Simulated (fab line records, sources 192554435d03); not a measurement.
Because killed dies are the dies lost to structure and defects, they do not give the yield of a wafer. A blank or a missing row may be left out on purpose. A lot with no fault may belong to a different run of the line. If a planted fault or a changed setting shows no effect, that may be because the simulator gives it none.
One fault through the eyes of 3 desks | flow n5-finfet | each desk holds nothing but its own numbers, with what lay behind them at the end

FOR THE TOOL OWNER'S DESK: pecvd-01
The tool's own readings at N5_BEOL_M6_ILD_DEP_00 (deposits SiCOH lowk from DEMS/porogen, target thk 179.75 nm, time 33.4 s): means of the sampled wafers that have a number, for each lot that ran on this tool. Marked OUT: a lot whose mean sits more than 4 standard deviations from the usual mean, which makes it out of limits; the brackets give that distance.
Columns: A = heater-power-w at N5_BEOL_M6_ILD_DEP_00, usual 318 W; B = showerhead-plenum-p-Torr at N5_BEOL_M6_ILD_DEP_00, usual 5.737 Torr; C = throttle-valve-pct at N5_BEOL_M6_ILD_DEP_00, usual 13.9 %
lot  | first seen here | A   | B     | C
L475 | day 8 09:25     | 310 | 5.736 | 13.9
L479 | day 10 06:25    | 306 | 5.730 | 13.9
L484 | day 11 14:54    | 307 | 5.729 | 14.7
L488 | day 11 19:19    | 316 | 5.726 | 14.4
L498 | day 14 18:08    | 283 | 5.723 | 13.9
Finding of this desk: none of the 5 lots has anything out of limits.

FROM THE METROLOGY DESK
What the gauges read for every lot (on any tool): the sampled wafers with a number, averaged. Marked OUT: a lot whose mean sits more than 4 standard deviations from the usual mean, which makes it out of limits; the brackets give that distance.
Columns: A = M6_ILD_THK at N5_BEOL_M6_THK_MEAS_01, usual 155.2 nm
lot  | first seen here | A
L475 | day 8 09:59     | 155.6
L481 | day 10 06:08    | 153.7
L479 | day 10 06:59    | 155.4
L483 | day 10 12:50    | 154.4
L485 | day 11 12:05    | 157.6
L484 | day 11 15:29    | 142.9 (-6.1) OUT
L488 | day 11 19:54    | 144.1 (-5.5) OUT
L493 | day 13 09:09    | 154.5
L494 | day 13 12:43    | 154.3
L497 | day 14 10:06    | 152.6
L498 | day 14 19:04    | 156.5
This desk finds L484, L488 out of limits, with the earliest case on L484 at day 11 15:29 (M6_ILD_THK at N5_BEOL_M6_THK_MEAS_01). L475, L481, L479, L483, L485, L493, L494, L497, L498 stayed within limits.

THE DEFECT DESK
Counts from the inspections along the route, per lot, as means over the sampled wafers that have a number. Marked OUT: a lot whose mean sits more than 4 standard deviations from the usual mean, which makes it out of limits; the brackets give that distance.
Columns: A = raw-defect-count at N5_BEOL_M5_INSPECT_58, usual 73
lot  | first seen here | A
L475 | day 8 09:23     | 92
L481 | day 10 05:29    | 87
L479 | day 10 06:22    | 59
L483 | day 10 12:07    | 48
L485 | day 11 10:59    | 86
L484 | day 11 14:52    | 84
L488 | day 11 19:17    | 54
L493 | day 13 08:31    | 61
L494 | day 13 12:03    | 93
L497 | day 14 09:28    | 72
L498 | day 14 18:06    | 65
Finding of this desk: none of the 11 lots has anything out of limits.

BROUGHT TOGETHER
On L484, L488, the metrology desk was in a position to raise an alarm at day 11 15:29.
Nothing out of limits was seen by the tool owner's desk.
Nothing out of limits was seen by the defect desk.
Tool owner's desk: L484, L488 on record, inside its limits.
The defect desk has L484, L488 on record, within its limits.
Every lot named ran N5_BEOL_M6_ILD_DEP_00 on pecvd-01.

WHAT THE SIMULATOR HAD INSERTED
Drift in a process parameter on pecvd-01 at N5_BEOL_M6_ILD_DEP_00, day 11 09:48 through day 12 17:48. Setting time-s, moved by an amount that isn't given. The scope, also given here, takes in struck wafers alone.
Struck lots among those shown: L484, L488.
Per desk, hours elapsed from the start of the fault to the first reading out of limits: for the metrology desk, 6.
